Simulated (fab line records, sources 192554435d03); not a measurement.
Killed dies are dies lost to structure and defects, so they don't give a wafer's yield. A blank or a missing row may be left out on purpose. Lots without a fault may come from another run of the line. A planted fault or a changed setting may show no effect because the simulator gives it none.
Chamber matching | flow n5_finfet | N5_BEOL_M2_STRIP_36 on rie_diel-03: 4 sister chambers
The step strips in N2/H2. 16 wafers are shown with their chamber, then 8 later ones without.

WAFERS WITH THEIR CHAMBER
wafer  | chamber | drypump_motor_current_A (A) | throttle_valve_pct (%) | oes_product_au (a.u.)
L075.2 | 0       | 5.6                         | 24.0                   | 0.75
L075.5 | 3       | 5.7                         | 23.7                   | 0.70
L075.6 | 0       | 5.7                         | 24.0                   | 0.75
L079.3 | 2       | 5.4                         | 23.3                   | 0.80
L079.4 | 2       | 5.4                         | 23.3                   | 0.79
L079.6 | 1       | 5.3                         | 23.3                   | 0.84
L080.3 | 3       | 5.7                         | 23.3                   | 0.99
L080.4 | 1       | 5.3                         | 23.3                   | 0.84
L080.5 | 0       | 5.6                         | 24.0                   | 0.74
L082.2 | 3       | 5.7                         | 23.3                   | 0.97
L082.3 | 2       | 5.4                         | 23.3                   | 0.81
L082.6 | 1       | 5.3                         | 23.3                   | 0.84
L085.1 | 3       | 5.7                         | 23.4                   | 0.96
L085.4 | 0       | 5.6                         | 24.0                   | 0.71
L085.6 | 1       | 5.3                         | 23.3                   | 0.82
L087.1 | 1       | 5.3                         | 23.3                   | 0.82

SIGNATURES (means of the wafers above)
reading                 | chamber 0 | chamber 1 | chamber 2 | chamber 3 | scatter within a chamber
drypump_motor_current_A | 5.625     | 5.300     | 5.400     | 5.700     | 0.025
throttle_valve_pct      | 24.000    | 23.300    | 23.300    | 23.425    | 0.0946
oes_product_au          | 0.7375    | 0.8320    | 0.8000    | 0.9050    | 0.0697
Rule: a wafer's distance from a chamber is the root of the sum, over the readings, of the square of ((its reading less the chamber's mean) divided by the reading's scatter). The wafer belongs to the nearest chamber; if the next one is less than 2 further off, it can't be placed. The scatter: the root of (the sum of the squares of (reading less its chamber's mean) over the shown wafers, divided by (wafers less chambers)).

WAFERS WITHOUT THEIR CHAMBER
wafer  | drypump_motor_current_A (A) | throttle_valve_pct (%) | oes_product_au (a.u.)
L087.4 | 5.6                         | 24.0                   | 0.72
L087.5 | 5.3                         | 23.3                   | 0.82
L088.1 | 5.6                         | 24.0                   | 0.70
L088.3 | 5.3                         | 23.3                   | 0.82
L088.4 | 5.4                         | 23.3                   | 0.78
L089.1 | 5.3                         | 23.3                   | 0.82
L089.4 | 5.7                         | 24.0                   | 0.71
L089.5 | 5.7                         | 24.0                   | 0.72

WHICH CHAMBER EACH WENT THROUGH
wafer  | from the rows above | in truth
L087.4 | 0                   | 0
L087.5 | 1                   | 1
L088.1 | 0                   | 0
L088.3 | 1                   | 1
L088.4 | 2                   | 2
L089.1 | 1                   | 1
L089.4 | 0                   | 0
L089.5 | 0                   | 0
Placed correctly: 8 of 8. Can't be placed from these rows: 0. Placed wrongly: 0.
